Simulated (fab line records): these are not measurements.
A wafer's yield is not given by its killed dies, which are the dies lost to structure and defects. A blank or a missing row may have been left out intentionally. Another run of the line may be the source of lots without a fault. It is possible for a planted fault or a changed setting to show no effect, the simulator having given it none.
Matching of chambers -- flow n5Finfet -- N5_BEOL_M11_ETCH_61 on rieDiel-06 has 4 sister chambers
The step etches SiARC in CF4, target depth 39 nm, time 65 s. 4 wafers are shown with their chamber, then 11 later ones without.

## EACH WAFER AND ITS CHAMBER
wafer,chamber,showerheadPlenumPTorr (Torr)
L078.6,3,2.02
L090.1,2,2.22
L090.5,1,2.17
L094.1,0,2.15

## WAFERS WHOSE CHAMBER IS MISSING
wafer,showerheadPlenumPTorr (Torr)
L094.2,2.16
L094.4,2.22
L092.1,2.27
L092.3,2.16
L092.5,2.27
L096.1,2.15
L096.2,2.16
L096.3,2.27
L097.2,2.27
L097.4,2.15
L097.6,2.16

## THE CHAMBER EACH PASSED THROUGH
wafer,from the rows above,in truth
L094.2,can't be placed: 1 or 0 or 2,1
L094.4,can't be placed: 2 or 1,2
L092.1,can't be placed: 2 or 1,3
L092.3,can't be placed: 1 or 0 or 2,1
L092.5,can't be placed: 2 or 1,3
L096.1,can't be placed: 0 or 1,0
L096.2,can't be placed: 1 or 0 or 2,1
L096.3,can't be placed: 2 or 1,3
L097.2,can't be placed: 2 or 1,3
L097.4,can't be placed: 0 or 1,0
L097.6,can't be placed: 1 or 0 or 2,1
0 of 11 placed correctly. From these rows, 11 cannot be placed; in 7 the true chamber is one of the candidates. Number placed wrongly: 0.
How it was worked out, from the rows above alone: a wafer's distance from a chamber is the root of the sum, over the readings, of the square of ((its reading less the chamber's mean) divided by the reading's scatter). The wafer belongs to the nearest chamber; if the next one is less than 2 further off, it can't be placed. A chamber's mean is the mean of its shown wafers. The scatter: root of mean squared gap, hidden wafer to nearest shown wafer, with one shown wafer a chamber.
